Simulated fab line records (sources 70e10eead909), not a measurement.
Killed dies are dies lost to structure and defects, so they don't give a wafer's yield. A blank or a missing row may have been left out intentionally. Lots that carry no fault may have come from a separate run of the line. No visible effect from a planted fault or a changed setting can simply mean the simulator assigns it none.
fab line records | flow nandHarc
record: lots: 12 wafers: 36 lastDay: 34
route steps=1302 shown A_WL_FILL@977 A_CONTACT@997 END@1302
lots untouched by any fault: they come from a run of this same line in which no faults occurred
startH: the number of hours between the record's first day and the start of the first shown wafer of the lot | waitH: how many hours have passed since the lot's step before this one | " same as the row above | L1.1+2: a single row standing in for several wafers | - no value present, or no start provided | * or withheld: withheld | < > ~ a bound
route shown NAME@n: a module of which the file shows steps, and the number in the route of the first | usual: mean and standard deviation over wafers with no fault | same: alike in all rows | chamber/n: place in a boat | sites: the reading at each site | _std_site: the values' standard deviation | _edge_site: inner sites' mean taken away from outer sites' mean | radiusMm: for every site, how far away it sits from the centre of the wafer | mask NAME#n: copy n | behind: the most recent tool/chamber to have shaped the wafer | hold: why the lot went on hold/how many hours it stayed there/how the hold came to an end | device: which transistor (n, p or np) failed to switch | end of line: the route-end tests of the same wafers | a step with no rows: only its recipe | killed: count of dies lost to structure and defects at first sort (not the wafer's yield) | map: shows each die of a wafer: x if killed, . if not, _ if none is there
set.NAME: the setting the step ran with; set.NAME@STEP: the setting that earlier step ran with | model.NAME: the simulator's own value behind a step, which no gauge read
one table for each step of the route and one row for each wafer, over a sample of lots
services: when a tool's chamber went out of use (startH, in hours from the record's first day, below 0 if earlier), for how many hours, and the reason
== steps ==
step: NHARC_A_WL_FILL_CMP_12
recipe: tOverpolishS: 30 targetThkNm: 100
usual: motorCurrentA: 11.4/0.72 overpolishRunS: 30.000/0.0086 slurryFilterDpKPa: 13.48/0.12 timeToEndpointS: 20.1/2.3
columns lot.wafer tool chamber startH waitH motorCurrentA overpolishRunS slurryFilterDpKPa timeToEndpointS
L291.2 cmp-02 2 483.71 0.2 11.4 30.022 13.60 22.2
L291.5 " 3 " " 11.0 30.004 13.49 22.6
L291.6 " 0 " " 11.5 30.002 13.54 19.8
L292.3 cmp-01 0 493.35 0.1 10.4 30.000 13.58 20.6
L292.4 " 2 " " 11.0 29.988 13.68 20.4
L292.6 " 0 " " 9.6 30.000 13.52 19.7
L294.3 cmp-04 2 508.26 0.1 12.5 29.985 13.41 23.2
L294.2 " 0 " " 13.2 30.009 13.38 21.7
L294.5 " 3 " " 11.4 30.007 13.72 18.0
L295.4 cmp-01 0 508.33 0.1 10.5 29.992 13.63 15.6
L295.1 " 1 " " 12.0 29.985 13.46 17.7
L295.5 " 2 " " 11.0 29.999 13.67 16.0
L296.2 cmp-04 0 521.05 0.2 12.8 29.992 13.54 21.3
L296.6 " 2 " " 12.9 29.987 13.69 24.0
L296.5 " 3 " " 11.7 30.021 13.46 23.3
L297.3 cmp-02 1 521.07 0.2 13.0 30.003 13.71 21.1
L297.5 " 2 " " 10.9 30.003 13.63 23.8
L297.6 " 3 " " 10.9 30.000 13.31 22.8
L299.4 cmp-01 3 553.75 0.1 11.7 29.998 13.39 16.5
L299.1 " 0 " " 9.8 29.982 13.34 18.5
L299.6 " 0 " " 10.9 30.007 13.58 18.1
L301.3 cmp-04 1 582.84 0.1 11.4 30.017 13.63 15.8
L301.1 " 2 " " 12.1 29.992 13.19 20.3
L301.5 " 1 " " 11.0 29.992 13.44 17.6
L306.4 cmp-02 2 642.62 0.1 11.4 29.991 13.53 21.2
L306.5 " 2 " " 10.8 29.999 13.62 22.8
L306.6 " 3 " " 11.2 30.010 13.51 21.2
L307.4 cmp-02 2 646.17 0.1 11.2 30.001 13.45 22.4
L307.1 " 0 " " 11.0 29.999 13.30 22.5
L307.5 " 2 " " 11.0 29.997 13.49 22.7
L314.4 cmp-01 1 716.74 0.1 11.7 29.999 13.38 16.1
L314.3 " 2 " " 10.9 30.006 13.51 16.5
L314.6 " 2 " " 10.8 29.999 13.53 18.5
L313.3 cmp-01 3 731.68 0.1 11.7 30.012 13.59 16.9
L313.4 " 1 " " 11.2 29.989 13.53 18.0
L313.5 " 2 " " 11.4 30.009 13.49 18.7
step: NHARC_A_CONTACT_CD_MEAS_42
recipe: targetCdNm: 300 landingEnergyEv: 500
usual: cdNm: 300.4/0.51
columns lot.wafer tool chamber startH waitH cdNm
L291.2 cdSem-03 0 494.20 - 300.6
L291.5 " 0 " " 301.0
L291.6 " 0 " " 301.0
L292.3 cdSem-03 0 499.49 - 300.4
L292.4 " 0 " " 300.1
L292.6 " 0 " " 300.3
L294.2 cdSem-03 0 514.37 - 299.9
L294.3 " 0 " " 300.1
L294.5 " 0 " " 299.8
L295.1 cdSem-01 0 514.76 - 300.5
L295.4 " 0 " " 299.5
L295.5 " 0 " " 299.6
L297.3 cdSem-01 0 530.88 - 300.1
L297.5 " 0 " " 300.9
L297.6 " 0 " " 301.3
L296.2 cdSem-03 0 531.18 - 300.7
L296.5 " 0 " " 300.2
L296.6 " 0 " " 301.2
L299.1 cdSem-01 0 560.41 - 300.3
L299.4 " 0 " " 301.0
L299.6 " 0 " " 300.3
L301.1 cdSem-02 0 589.10 - 300.3
L301.3 " 0 " " 300.1
L301.5 " 0 " " 300.2
L306.4 cdSem-03 0 648.85 - 300.6
L306.5 " 0 " " 299.7
L306.6 " 0 " " 301.0
L307.1 cdSem-01 0 653.69 - 298.9
L307.4 " 0 " " 301.0
L307.5 " 0 " " 299.6
L314.3 cdSem-01 0 722.79 - 301.3
L314.4 " 0 " " 299.8
L314.6 " 0 " " 300.7
L313.3 cdSem-01 0 737.77 - 300.2
L313.4 " 0 " " 300.3
L313.5 " 0 " " 300.4
step: NHARC_A_CONTACT_ETCH_50
recipe: targetDepthA: 1210 timeS: 60.5 cf4FlowSccm: 100 chf3FlowSccm: 30 arFlowSccm: 0 rfW: 500 biasW: 200 chemistry: CF4/CHF3
usual: drypumpMotorCurrentA: 5.7/0.42 oesProductAu: 0.949/0.023 rfVppV: 370.6/2.9 runLengthS: 81.8/0.48 showerheadPlenumPTorr: 1.57/0.08 throttleValvePct: 16.802/0.0096
columns lot.wafer tool chamber startH waitH drypumpMotorCurrentA oesProductAu rfHoursCounterH rfVppV runLengthS showerheadPlenumPTorr throttleValvePct
L291.2 rieDiel-03 2 494.92 - 6.0 0.956 3 371.6 81.5 1.59 16.797
L291.6 " 1 " " 5.8 0.941 - 371.9 82.1 1.59 16.782
L291.5 " 2 " " 6.0 0.963 - 370.6 81.7 1.59 16.799
L292.3 rieDiel-03 0 500.22 - 6.0 0.982 4 366.4 81.2 1.46 16.793
L292.4 " 1 " " 5.8 0.968 4 370.6 82.0 1.60 16.800
L292.6 " 2 " " 6.0 0.967 - 371.2 81.7 1.59 16.795
L294.2 rieDiel-09 3 515.08 - 6.0 0.972 2 373.7 81.5 1.70 16.808
L294.3 " 1 " " 5.8 0.996 2 373.3 82.3 1.69 16.806
L294.5 " 0 " " 4.9 0.976 - 369.3 82.5 1.56 16.814
L295.1 rieDiel-13 0 515.48 - 5.1 0.914 57 374.1 81.3 1.66 16.816
L295.4 " 2 " " 5.1 0.937 58 371.2 82.4 1.62 16.801
L295.5 " 3 " " 6.4 0.921 - 368.8 80.8 1.49 16.795
L297.3 rieDiel-03 0 531.62 - 6.0 0.941 9 367.1 81.4 1.46 16.800
L297.5 " 1 " " 5.8 0.921 - 371.7 82.0 1.59 16.822
L297.6 " 2 " " 6.0 0.960 - 369.6 81.6 1.59 16.799
L296.2 rieDiel-13 0 531.96 - 5.0 0.941 1 373.5 81.6 1.66 16.798
L296.5 " 3 " " 6.4 0.929 - 368.7 80.9 1.49 16.810
L296.6 " 0 " " 5.0 0.928 - 373.0 81.3 1.66 16.807
L299.4 rieDiel-03 1 561.16 - 5.8 0.968 15 371.8 82.0 1.59 16.814
L299.1 " 2 " " 6.0 0.977 14 371.4 82.1 1.59 16.789
L299.6 " 2 " " 6.0 0.972 - 370.9 81.6 1.59 16.809
L301.3 rieDiel-13 1 589.81 - 5.4 0.968 16 371.3 81.5 1.58 16.805
L301.1 " 2 " " 5.1 0.954 21 371.5 82.4 1.61 16.802
L301.5 " 0 " " 5.0 0.979 - 373.7 81.5 1.65 16.804
L306.4 rieDiel-03 3 649.56 - 5.7 0.974 0 365.4 70.8 1.46 16.782
L306.6 " 3 " " 5.7 0.982 - 366.6 70.9 1.46 16.811
L306.5 " 0 " " 5.9 0.971 - 374.8 69.7 1.70 16.822
L307.4 rieDiel-03 3 654.42 - 5.7 0.969 1 366.5 70.3 1.46 16.795
L307.1 " 1 " " 5.8 0.959 2 371.1 70.8 1.59 16.812
L307.5 " 0 " " 5.9 0.968 - 376.2 69.8 1.70 16.792
L314.3 rieDiel-09 0 723.61 - 4.9 0.960 15 370.4 83.2 1.55 16.814
L314.6 " 2 " " 6.2 0.968 - 370.2 81.5 1.54 16.812
L314.4 " 0 " " 4.9 0.951 - 369.9 82.6 1.55 16.805
L313.3 rieDiel-03 2 738.49 - 6.0 0.968 15 370.8 81.7 1.58 16.796
L313.4 " 0 " " 6.0 0.979 16 375.4 81.3 1.70 16.805
L313.5 " 2 " " 6.0 0.965 - 371.7 82.0 1.58 16.789
step: NHARC_A_CONTACT_ETCH_117
recipe: sourceW: withheld pressureMtorr: 20 biasV: 3000 timeS: 190 targetDepthA: 18500 arFlowSccm: withheld c4f8FlowSccm: withheld o2FlowSccm: withheld chemistry: C4F8/O2/Ar
usual: runLengthS: 190/0
columns lot.wafer tool chamber startH waitH rfHoursCounterH runLengthS
L291.2 harCapEtch-02 0 497.26 0.1 81 190
L291.6 " 0 " " - 190
L291.5 " 1 " " - 190
L292.4 harCapEtch-02 0 502.75 0.1 - 190
L292.3 " 1 " " - 190
L292.6 " 1 " " - 190
L294.2 harCapEtch-01 1 517.42 0.1 1 190
L294.3 " 0 " " - 190
L294.5 " 1 " " - 190
L295.1 harCapEtch-02 1 517.83 0.1 88 190
L295.4 " 1 " " - 190
L295.5 " 1 " " - 190
L297.3 harCapEtch-01 1 534.03 0.1 - 190
L297.6 " 0 " " - 190
L297.5 " 1 " " - 190
L296.2 harCapEtch-02 1 534.33 0.1 92 190
L296.5 " 1 " " - 190
L296.6 " 0 " " - 190
L299.1 harCapEtch-02 0 563.54 0.1 97 190
L299.4 " 1 " " - 190
L299.6 " 1 " " - 190
L301.1 harCapEtch-02 0 592.15 0.1 101 190
L301.3 " 0 " " - 190
L301.5 " 1 " " - 190
L306.4 harCapEtch-03 0 652.00 0.1 - 190
L306.6 " 1 " " - 190
L306.5 " 0 " " - 190
L307.1 harCapEtch-03 0 656.79 0.1 66 190
L307.4 " 0 " " - 190
L307.5 " 1 " " - 190
L314.3 harCapEtch-02 0 726.28 0.1 - 190
L314.4 " 1 " " - 190
L314.6 " 0 " " - 190
L313.4 harCapEtch-02 0 741.26 0.2 - 190
L313.3 " 1 " " - 190
L313.5 " 0 " " - 190
step: NHARC_END_SORT_01
recipe: tempC: 25
usual: killedAtArray: 51/18 killedAtOther: 1.0/1.2 killedAtPeriphery: 3.7/2.9 killedDies: 55/19 killedOpen: 3.5/1.9 killedShort: 2.6/1.6
same: grossDies: 677
columns lot.wafer tool chamber startH waitH killedAtArray killedAtOther killedAtPeriphery killedDies killedOpen killedShort
L306.4 prober-02 0 722.08 3.3 208 2 8 218 3 3
L306.5 prober-02 0 722.86 3.6 170 1 8 179 1 2
L306.6 prober-02 0 723.64 3.9 121 0 10 131 5 3
L307.1 prober-01 0 730.61 2.5 235 2 8 245 5 6
L307.4 prober-01 0 733.00 3.4 230 1 6 237 6 3
L307.5 prober-01 0 733.80 3.7 202 0 5 207 2 4
killed by level:class
L306.4 A_CONTACT:areaEtch=135 A_CHANNEL_HOLE_D1:chamberFilmFlake=28 A_CHANNEL_HOLE_D2:chamberFilmFlake=21 A_CONTACT:chamberFilmFlake=9 A_WL_FILL:chamberFilmFlake=5 P_BONDPAD:chamberFilmFlake=4 A_SLIT:chamberFilmFlake=4 P_ZERO_WELL:chamberFilmFlake=3
L306.5 A_CONTACT:areaEtch=97 A_CHANNEL_HOLE_D1:chamberFilmFlake=28 A_CHANNEL_HOLE_D2:chamberFilmFlake=22 A_CONTACT:chamberFilmFlake=10 A_SLIT:chamberFilmFlake=4 A_STAIRCASE:chamberFilmFlake=4 P_CONTACT:chamberFilmFlake=3 P_ZERO_WELL:chamberFilmFlake=2
L306.6 A_CONTACT:areaEtch=72 A_CHANNEL_HOLE_D1:chamberFilmFlake=20 A_CHANNEL_HOLE_D2:chamberFilmFlake=8 A_SLIT:chamberFilmFlake=5 A_CONTACT:chamberFilmFlake=5 P_BONDPAD:chamberFilmFlake=4 P_CONTACT:chamberFilmFlake=3 A_STAIRCASE:chamberFilmFlake=3
L307.1 A_CONTACT:areaEtch=185 A_CHANNEL_HOLE_D1:chamberFilmFlake=15 A_CHANNEL_HOLE_D2:chamberFilmFlake=12 A_SLIT:chamberFilmFlake=10 P_STI:chamberFilmFlake=3 A_WL_FILL:chamberFilmFlake=3 P_M1:geometricParticle:open=2 A_CHANNEL_FILL_D2:geometricParticle:short=2
L307.4 A_CONTACT:areaEtch=158 A_SLIT:chamberFilmFlake=28 A_CHANNEL_HOLE_D2:chamberFilmFlake=19 A_CHANNEL_HOLE_D1:chamberFilmFlake=8 A_CONTACT:chamberFilmFlake=5 A_WL_FILL:chamberFilmFlake=4 A_CHANNEL_FILL_D1:geometricParticle:open=3 A_CHANNEL_FILL_D2:geometricParticle:open=2
L307.5 A_CONTACT:areaEtch=143 A_SLIT:chamberFilmFlake=36 A_CHANNEL_HOLE_D2:chamberFilmFlake=12 A_CHANNEL_HOLE_D1:chamberFilmFlake=3 A_WL_FILL:chamberFilmFlake=3 A_ONON_D1:geometricParticle:short=2 P_GATE:chamberFilmFlake=2 P_M1:geometricParticle:open=1
== services ==
columns tool chamber startH hours kind
rieDiel-13 - 478.05 0.4 repair
cmp-01 - 479.50 4.0 pm
cmp-04 - 490.86 2.0 repair
cmp-04 - 503.00 4.0 pm
cmp-02 - 505.93 0.2 repair
cmp-01 - 510.84 0.4 repair
cmp-02 - 523.88 5.0 repair
rieDiel-13 1 534.71 5.6 repair
cmp-01 - 541.30 0.9 repair
cmp-02 - 560.39 1.0 repair
cmp-01 - 577.50 4.0 pm
cmp-04 - 583.76 1.0 repair
cmp-01 - 613.34 3.2 repair
cmp-02 - 617.82 1.3 repair
cmp-02 - 626.85 4.0 pm
rieDiel-03 - 635.49 9.0 pm
cmp-01 - 635.97 2.5 repair
cmp-01 - 650.77 0.3 repair
cmp-01 - 675.50 4.0 pm
cmp-02 - 695.48 0.2 repair
harCapEtch-02 - 704.55 3.0 repair
rieDiel-03 1 709.16 9.5 repair
rieDiel-03 2 719.35 2.9 repair
cmp-02 - 724.85 4.0 pm
== key ==
firstSign: step: NHARC_A_CONTACT_ETCH_50 reading: runLengthS direction: down sigmas: 24 usual: * struck: *
effect: step: NHARC_END_SORT_01 reading: killedAtArray direction: up sigmas: 7.9 usual: 51 struck: 194
moreKillsBornAt: NHARC_A_CONTACT_ETCH_50@rieDiel-03: 790
metAt NHARC_A_CONTACT_ETCH_50
struckLots L306,L307
testerLeftOut L306,L307
notActingAt NHARC_A_WL_FILL_CMP_12,NHARC_A_CONTACT_CD_MEAS_42,NHARC_A_CONTACT_ETCH_117
onsetBetween 561.16 649.56
fault: kind: processParameterDrift tool: rieDiel-03 chamber: - onsetH: 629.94 steps: NHARC_A_CONTACT_ETCH_50 channel: timeS offset: * shape: step endH: 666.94 actsIn: * stated: *
testerLeftOut: of these lots the tester's yield and bins aren't shown, on N5 and GAA mostly nor the transistor test; their killed dies are dies lost to structure and defects alone, not to doping, threshold or leakage, so they don't give the yield
